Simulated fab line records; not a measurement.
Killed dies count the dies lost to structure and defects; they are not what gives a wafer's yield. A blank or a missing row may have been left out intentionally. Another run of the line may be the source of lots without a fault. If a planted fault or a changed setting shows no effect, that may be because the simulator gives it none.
Chamber matching | flow nand_harc | 3 sister chambers for NHARC_P_BONDPAD_DEP_00 on pecvd-04
The step deposits SiCN, target thk 250 nm. 6 wafers are shown with their chamber, then 9 later ones without.

WAFERS PAIRED WITH THEIR CHAMBERS
wafer  | chamber | heater_power_w (W)
L083.2 | 1       | 583
L084.1 | 0       | 568
L084.6 | 2       | 549
L086.2 | 0       | 621
L086.4 | 2       | 541
L086.6 | 1       | 593

WAFERS WITH NO CHAMBER GIVEN
wafer  | heater_power_w (W)
L093.2 | 553
L093.4 | 478
L093.6 | 558
L093.1 | 678
L093.3 | 583
L093.5 | 666
L096.1 | 655
L096.5 | 612
L096.6 | 679

THE CHAMBER EACH PASSED THROUGH
wafer  | from the rows above          | in truth
L093.2 | can't be placed: 2 or 1 or 0 | 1
L093.4 | can't be placed: 2 or 1      | 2
L093.6 | can't be placed: 2 or 1 or 0 | 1
L093.1 | can't be placed: 0 or 1      | 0
L093.3 | can't be placed: 1 or 0 or 2 | 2
L093.5 | can't be placed: 0 or 1      | 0
L096.1 | can't be placed: 0 or 1      | 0
L096.5 | can't be placed: 0 or 1      | 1
L096.6 | can't be placed: 0 or 1      | 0
Placed correctly: 0 of 9. Unplaceable from these rows: 9, with the true chamber sitting among the candidates in 9. 0 placed wrongly.
How it was worked out, from the rows above alone: a wafer's distance from a chamber is the root of the sum, over the readings, of the square of ((its reading less the chamber's mean) divided by the reading's scatter). The wafer belongs to the nearest chamber; if the next one is less than 2 further off, it can't be placed. A chamber's mean is the mean of its shown wafers. The scatter is the square root of a quotient: the sum, over the shown wafers, of each reading's squared deviation from its chamber's mean, divided by wafers minus chambers.
